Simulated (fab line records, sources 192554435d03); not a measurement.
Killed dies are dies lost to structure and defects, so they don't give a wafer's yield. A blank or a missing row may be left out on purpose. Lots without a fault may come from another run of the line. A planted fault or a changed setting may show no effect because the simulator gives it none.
fab line records | flow n5_finfet | part 2 of 2: steps 23 to 29 of 29
record lots=5 wafers=15 last_day=16
route steps=1938 shown BEOL_M5@1131
lots that met no fault: from a run of the same line without faults
start_h: hours from the record's first day to the start of the lot's first wafer shown | wait_h: hours since the lot's step before | " the same as in the row above | L1.1+2: a row that stands for several wafers | - no value, or no start given | * or withheld: withheld | < > ~ a bound
route shown NAME@n: a module of which the file shows steps, and the number in the route of the first | usual: mean/standard deviation of fault-free wafers | same: alike in all rows | chamber/n: place in a boat | sites: the reading at each site | _std_site: their standard deviation | _edge_site: outer sites' mean less inner sites' | radius_mm: how far each site lies from the wafer's centre | mask NAME#n: copy n | behind: the tool/chamber that last shaped the wafer | hold: why the lot was held/for how many hours/how that ended | device: the transistor (n, p or np) that didn't switch | end of line: the same wafers' tests at the end of the route | a step without rows: its recipe alone | killed: dies lost to structure and defects at the first sort, not the wafer's yield | map: a wafer's dies, x killed, . not, _ none there
set.NAME: the setting as run; set.NAME@STEP: as run at that earlier step | model.NAME: the simulator's own value behind a step, which no gauge read
lots at some steps of the route; a table a step, a row a wafer
services: from which hour (start_h, from the record's first day; less than 0 if before it) a tool's chamber was out of use, for how many hours, and why
## steps
# step N5_BEOL_M5_ETCH_67
# recipe chemistry=CF4 target=SiARC target_depth_a=156 mask_material=CAR-EUV time_s=26 ion_energy_ev=80 pressure_mtorr=40 source_w=545 bias_w=36 Ar_flow_sccm=100 cf4_flow_sccm=100 ends=cleared
# usual cf4_flow_sccm=100.0/0.32 drypump_motor_current_A=5.5/0.34 etch_rf_on_time_s=26.1/0.83 oes_product_au=0.66/0.082 rf_vpp_V=184.2/1 showerhead_plenum_p_Torr=2.15/0.049 throttle_valve_pct=15.71/0.29
# columns lot.wafer tool chamber start_h wait_h cf4_flow_sccm drypump_motor_current_A etch_rf_on_time_s oes_product_au rf_hours_counter_h rf_vpp_V showerhead_plenum_p_Torr throttle_valve_pct
L074.3 rie_diel-02 1 171.23 0.0 99.9 5.9 27.0 0.60 210 183.5 2.14 15.58
L074.5 " 0 " " 100.4 5.9 27.2 0.73 - 185.4 2.19 15.57
L074.6 " 1 " " 100.0 5.9 26.9 0.61 - 183.9 2.14 15.57
L078.3 rie_diel-06 3 201.68 0.0 99.9 4.9 25.1 0.61 227 181.9 2.06 16.32
L078.4 " 1 " " 100.1 5.9 25.4 0.60 220 184.1 2.21 15.89
L078.5 " 2 " " 99.8 5.1 24.7 0.75 - 184.3 2.15 15.41
L088.2 rie_diel-01 3 273.34 0.0 100.1 5.2 26.9 0.57 256 183.7 2.10 15.94
L088.3 " 1 " " 100.0 5.5 27.2 0.61 189 185.4 2.20 15.73
L088.4 " 3 " " 99.6 5.2 26.7 0.57 - 183.8 2.10 15.96
L092.2 rie_diel-01 0 279.35 0.0 99.9 5.3 25.3 0.73 56 184.5 2.18 15.85
L092.3 " 2 " " 99.8 5.8 26.4 0.58 243 184.5 2.11 16.05
L092.5 " 0 " " 100.2 5.3 25.2 0.72 - 185.3 2.18 15.85
L094.1 rie_diel-02 0 285.05 0.0 100.1 5.9 26.7 0.69 75 184.9 2.18 15.64
L094.4 " 1 " " 100.2 5.9 26.4 0.59 244 184.7 2.13 15.64
L094.6 " 2 " " 99.9 5.6 26.1 0.77 - 185.0 2.16 15.13
# step N5_BEOL_M5_ETCH_68
# recipe chemistry=N2/H2 target=SOC target_depth_a=800 overetch_a=160 mask_material=SiARC temp_c=40 time_s=120 ion_energy_ev=200 pressure_mtorr=30 source_w=840 bias_w=150 n2_flow_sccm=200 h2_flow_sccm=200
# usual drypump_motor_current_A=5.5/0.34 oes_product_au=0.59/0.071 rf_vpp_V=524.2/2 showerhead_plenum_p_Torr=2.55/0.066 throttle_valve_pct=17.8/0.3
# columns lot.wafer tool chamber start_h wait_h drypump_motor_current_A oes_product_au rf_hours_counter_h rf_vpp_V showerhead_plenum_p_Torr throttle_valve_pct
L074.3 rie_diel-02 1 171.26 0.0 5.9 0.55 210 524.4 2.51 17.6
L074.5 " 0 " " 5.8 0.67 - 525.5 2.56 17.4
L074.6 " 1 " " 5.9 0.55 - 522.9 2.51 17.6
L078.3 rie_diel-06 3 201.71 0.0 4.9 0.53 227 517.4 2.39 18.1
L078.4 " 1 " " 6.0 0.53 220 526.5 2.63 18.2
L078.5 " 2 " " 5.0 0.66 - 525.6 2.57 17.7
L088.2 rie_diel-01 3 273.37 0.0 5.2 0.52 256 522.7 2.50 18.1
L088.3 " 1 " " 5.5 0.56 189 526.1 2.63 17.9
L088.4 " 3 " " 5.2 0.52 - 521.6 2.50 18.1
L092.2 rie_diel-01 0 279.38 0.0 5.3 0.63 56 524.1 2.56 17.9
L092.3 " 2 " " 5.9 0.53 243 522.5 2.50 18.3
L092.5 " 0 " " 5.3 0.63 - 524.8 2.56 17.9
L094.1 rie_diel-02 0 285.08 0.0 5.8 0.63 75 524.8 2.55 17.5
L094.4 " 1 " " 5.9 0.53 244 522.2 2.49 17.7
L094.6 " 2 " " 5.7 0.69 - 525.6 2.57 17.3
# step N5_BEOL_M5_STRIP_69
# recipe chemistry=N2/H2 temp_c=40 n2_flow_sccm=200 h2_flow_sccm=200 rf_frequency_hz=6e+07
# columns lot.wafer tool chamber start_h wait_h
L074.3+5+6 rie_diel-02 1,0,1 171.34 0.0
L078.3+4+5 rie_diel-06 3,1,2 201.79 0.0
L088.2+3+4 rie_diel-01 3,1,3 273.45 0.0
L092.2+3+5 rie_diel-01 0,2,0 279.46 0.0
L094.1+4+6 rie_diel-02 0,1,2 285.16 0.0
# step N5_BEOL_M5_STRIP_76
# recipe chemistry=N2/H2 temp_c=40 n2_flow_sccm=200 h2_flow_sccm=200 rf_frequency_hz=6e+07
# columns lot.wafer tool chamber start_h wait_h
L074.3+5+6 rie_diel-02 1,0,1 171.35 0.0
L078.3+4+5 rie_diel-06 3,1,2 201.80 0.0
L088.2+3+4 rie_diel-01 3,1,3 273.46 0.0
L092.2+3+5 rie_diel-01 0,2,0 279.47 0.0
L094.1+4+6 rie_diel-02 0,1,2 285.17 0.0
# step N5_BEOL_M5_VIA_ETCH_34
# recipe chemistry=C4F6/O2 target=SiCOH_lowk target_depth_a=883 mask_material=SOC taper_deg=4 time_s=39.2 ion_energy_ev=250 pressure_mtorr=30 source_w=345 bias_w=185 Ar_flow_sccm=300 C4F6_flow_sccm=10 O2_flow_sccm=10
# usual drypump_motor_current_A=5.5/0.34 oes_product_au=0.77/0.098 rf_vpp_V=668/13 showerhead_plenum_p_Torr=2.86/0.067 throttle_valve_pct=21.0/0.31
# columns lot.wafer tool chamber start_h wait_h drypump_motor_current_A oes_product_au rf_hours_counter_h rf_vpp_V showerhead_plenum_p_Torr throttle_valve_pct
L074.3 rie_diel-02 1 171.36 0.0 5.9 0.70 210 658 2.86 20.9
L074.5 " 0 " " 5.9 0.88 - 677 2.89 20.7
L074.6 " 1 " " 5.9 0.70 - 657 2.86 20.9
L078.3 rie_diel-06 3 201.81 0.0 4.9 0.70 227 648 2.74 21.7
L078.4 " 1 " " 5.9 0.70 220 665 2.93 21.2
L078.5 " 2 " " 5.0 0.87 - 656 2.87 20.7
L088.2 rie_diel-01 3 273.47 0.0 5.2 0.66 256 667 2.76 20.9
L088.3 " 1 " " 5.5 0.70 189 682 2.92 20.9
L088.4 " 3 " " 5.2 0.66 - 668 2.76 20.9
L092.2 rie_diel-01 0 279.48 0.0 5.3 0.85 57 672 2.88 21.1
L092.3 " 2 " " 5.9 0.69 243 680 2.84 21.5
L092.5 " 0 " " 5.3 0.85 - 672 2.88 21.1
L094.1 rie_diel-02 0 285.18 0.0 5.9 0.82 75 675 2.87 20.8
L094.4 " 1 " " 5.9 0.70 244 657 2.84 21.0
L094.6 " 2 " " 5.6 0.91 - 688 2.87 20.4
# step N5_BEOL_M5_STRIP_85
# recipe chemistry=C4F6/O2 resist=SiARC rf_frequency_hz=6e+07
# columns lot.wafer tool chamber start_h wait_h
L074.3+5+6 rie_diel-02 1,0,1 171.39 0.0
L078.3+4+5 rie_diel-06 3,1,2 201.84 0.0
L088.2+3+4 rie_diel-01 3,1,3 273.51 0.0
L092.2+3+5 rie_diel-01 0,2,0 279.52 0.0
L094.1+4+6 rie_diel-02 0,1,2 285.22 0.0
# step N5_BEOL_M5_STRIP_36
# recipe chemistry=N2/H2 power_w=450 temp_c=40 pressure_mtorr=20 rf_frequency_hz=6e+07 overash_fraction=0.3 bias_power_w=7 h2_frac=0.5 n2_flow_sccm=200 h2_flow_sccm=200
# usual drypump_motor_current_A=5.5/0.34 oes_product_au=0.77/0.1 rf_vpp_V=59.3/1.5 showerhead_plenum_p_Torr=2.54/0.066 throttle_valve_pct=23.6/0.37
# same overash_fraction=0.3
# columns lot.wafer tool chamber start_h wait_h drypump_motor_current_A oes_product_au rf_hours_counter_h rf_vpp_V showerhead_plenum_p_Torr throttle_valve_pct
L074.3 rie_diel-02 1 171.40 0.0 5.9 0.70 210 58.7 2.50 23.4
L074.5 " 0 " " 5.9 0.90 - 61.6 2.56 23.0
L074.6 " 1 " " 5.9 0.72 - 60.0 2.51 23.4
L078.3 rie_diel-06 3 201.85 0.0 4.9 0.71 227 58.0 2.38 23.8
L078.4 " 1 " " 6.0 0.70 220 60.5 2.62 24.1
L078.5 " 2 " " 5.1 0.87 - 56.7 2.57 23.4
L088.2 rie_diel-01 3 273.52 0.0 5.2 0.66 256 58.5 2.49 23.8
L088.3 " 1 " " 5.5 0.71 190 61.5 2.62 23.7
L088.4 " 3 " " 5.2 0.65 - 59.9 2.49 23.8
L092.2 rie_diel-01 0 279.53 0.0 5.3 0.87 57 59.4 2.56 23.6
L092.3 " 2 " " 5.9 0.70 243 60.2 2.50 24.2
L092.5 " 0 " " 5.3 0.87 - 58.8 2.56 23.7
L094.1 rie_diel-02 0 285.23 0.0 5.8 0.83 75 57.8 2.54 23.0
L094.4 " 1 " " 5.9 0.69 244 57.7 2.49 23.4
L094.6 " 2 " " 5.6 0.92 - 59.4 2.56 23.0
## services
# columns tool chamber start_h hours kind
euv_scanner-01 - 152.17 4.6 pm
rie_metal-02 - 158.34 0.6 repair
euv_scanner-01 - 158.93 0.9 repair
euv_scanner-02 - 162.88 0.2 repair
euv_scanner-01 - 173.25 5.0 repair
euv_scanner-02 - 178.22 1.0 pm
rie_diel-02 1 178.83 7.1 repair
rie_metal-01 - 179.59 0.4 repair
euv_scanner-01 - 192.31 1.0 pm
rie_diel-02 2 196.07 - clean
euv_scanner-02 - 199.84 9.9 repair
rie_metal-02 0 218.57 12.5 repair
rie_diel-01 2 220.13 3.2 repair
euv_scanner-02 - 230.15 1.0 pm
rie_metal-02 - 233.20 1.2 repair
euv_scanner-02 - 235.67 12.0 pm
rie_metal-02 - 247.54 2.8 pm
euv_scanner-01 - 248.46 1.0 pm
rie_diel-02 3 266.56 10.3 repair
rie_diel-01 3 276.92 - clean
rie_diel-01 3 276.92 - consumable_replace:focus_ring
rie_diel-01 3 276.92 17.9 scheduled_down
rie_diel-01 3 276.92 17.9 vent_cycle
euv_scanner-01 - 284.56 5.8 pm
